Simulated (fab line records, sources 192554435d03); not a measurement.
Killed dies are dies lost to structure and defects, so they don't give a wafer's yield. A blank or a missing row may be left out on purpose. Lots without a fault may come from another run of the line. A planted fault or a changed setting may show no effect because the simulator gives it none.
Chamber matching | flow n5_finfet | N5_BEOL_M15_ETCH_59 on rie_diel-06: 4 sister chambers
The step etches BARC in N2/H2, target depth 89 nm, overetch 26.7 nm, time 67.9 s. 8 wafers are shown with their chamber, then 8 later ones without.

WAFERS WITH THEIR CHAMBER
wafer  | chamber | showerhead_plenum_p_Torr (Torr) | throttle_valve_pct (%)
L077.2 | 3       | 2.58                            | 17.61
L079.4 | 1       | 2.58                            | 18.02
L079.6 | 1       | 2.58                            | 18.00
L080.3 | 3       | 2.57                            | 17.61
L083.1 | 2       | 2.44                            | 18.37
L083.2 | 0       | 2.42                            | 18.09
L083.6 | 0       | 2.42                            | 18.07
L084.1 | 2       | 2.44                            | 18.38

WAFERS WITHOUT THEIR CHAMBER
wafer  | showerhead_plenum_p_Torr (Torr) | throttle_valve_pct (%)
L084.2 | 2.57                            | 18.05
L084.4 | 2.57                            | 17.62
L092.1 | 2.56                            | 17.66
L092.3 | 2.41                            | 18.11
L092.6 | 2.41                            | 18.13
L097.3 | 2.56                            | 17.69
L097.4 | 2.56                            | 17.68
L097.6 | 2.40                            | 18.14

WHICH CHAMBER EACH WENT THROUGH
wafer  | from the rows above | in truth
L084.2 | 1                   | 1
L084.4 | 3                   | 3
L092.1 | 3                   | 3
L092.3 | 0                   | 0
L092.6 | 0                   | 0
L097.3 | 3                   | 3
L097.4 | 3                   | 3
L097.6 | 0                   | 0
Placed correctly: 8 of 8. Can't be placed from these rows: 0. Placed wrongly: 0.
How it was worked out, from the rows above alone: a wafer's distance from a chamber is the root of the sum, over the readings, of the square of ((its reading less the chamber's mean) divided by the reading's scatter). The wafer belongs to the nearest chamber; if the next one is less than 2 further off, it can't be placed. A chamber's mean is the mean of its shown wafers. The scatter: the root of (the sum of the squares of (reading less its chamber's mean) over the shown wafers, divided by (wafers less chambers)).
